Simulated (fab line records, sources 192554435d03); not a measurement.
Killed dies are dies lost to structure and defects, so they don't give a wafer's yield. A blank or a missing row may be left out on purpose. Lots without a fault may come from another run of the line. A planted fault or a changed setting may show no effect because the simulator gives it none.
Chamber matching | flow n5_finfet | N5_BEOL_M15_ETCH_61 on rie_diel-04: 4 sister chambers
The step etches BARC in N2/H2, target depth 89 nm, overetch 26.7 nm, time 67.9 s. 14 wafers are shown with their chamber, then 7 later ones without.

WAFERS WITH THEIR CHAMBER
wafer  | chamber | showerhead_plenum_p_Torr (Torr) | drypump_motor_current_A (A) | oes_product_au (a.u.)
L078.3 | 0       | 2.72                            | 6.4                         | 0.79
L078.4 | 2       | 2.66                            | 5.4                         | 0.64
L078.5 | 3       | 2.58                            | 5.4                         | 0.67
L084.1 | 2       | 2.66                            | 5.4                         | 0.64
L084.2 | 0       | 2.72                            | 6.3                         | 0.77
L084.6 | 3       | 2.57                            | 5.4                         | 0.67
L088.2 | 2       | 2.66                            | 5.4                         | 0.63
L088.3 | 3       | 2.57                            | 5.4                         | 0.66
L088.5 | 3       | 2.57                            | 5.4                         | 0.66
L090.1 | 3       | 2.57                            | 5.4                         | 0.66
L090.4 | 0       | 2.71                            | 6.4                         | 0.76
L090.5 | 3       | 2.57                            | 5.5                         | 0.66
L092.3 | 1       | 2.49                            | 5.8                         | 0.78
L092.4 | 3       | 2.57                            | 5.4                         | 0.66

SIGNATURES (means of the wafers above)
reading                  | chamber 0 | chamber 1 | chamber 2 | chamber 3 | scatter within a chamber
showerhead_plenum_p_Torr | 2.7167    | 2.4900    | 2.6600    | 2.5714    | 0.0039
drypump_motor_current_A  | 6.367     | 5.800     | 5.400     | 5.414     | 0.039
oes_product_au           | 0.7733    | 0.7800    | 0.6367    | 0.6629    | 0.00822
Rule: a wafer's distance from a chamber is the root of the sum, over the readings, of the square of ((its reading less the chamber's mean) divided by the reading's scatter). The wafer belongs to the nearest chamber; if the next one is less than 2 further off, it can't be placed. The scatter: the root of (the sum of the squares of (reading less its chamber's mean) over the shown wafers, divided by (wafers less chambers)).

WAFERS WITHOUT THEIR CHAMBER
wafer  | showerhead_plenum_p_Torr (Torr) | drypump_motor_current_A (A) | oes_product_au (a.u.)
L092.6 | 2.71                            | 6.3                         | 0.75
L094.1 | 2.65                            | 5.4                         | 0.62
L094.2 | 2.70                            | 6.3                         | 0.75
L094.5 | 2.70                            | 6.3                         | 0.75
L095.2 | 2.49                            | 5.8                         | 0.77
L095.3 | 2.70                            | 6.3                         | 0.75
L095.4 | 2.65                            | 5.4                         | 0.62

WHICH CHAMBER EACH WENT THROUGH
wafer  | from the rows above | in truth
L092.6 | 0                   | 0
L094.1 | 2                   | 2
L094.2 | 0                   | 0
L094.5 | 0                   | 0
L095.2 | 1                   | 1
L095.3 | 0                   | 0
L095.4 | 2                   | 2
Placed correctly: 7 of 7. Can't be placed from these rows: 0. Placed wrongly: 0.
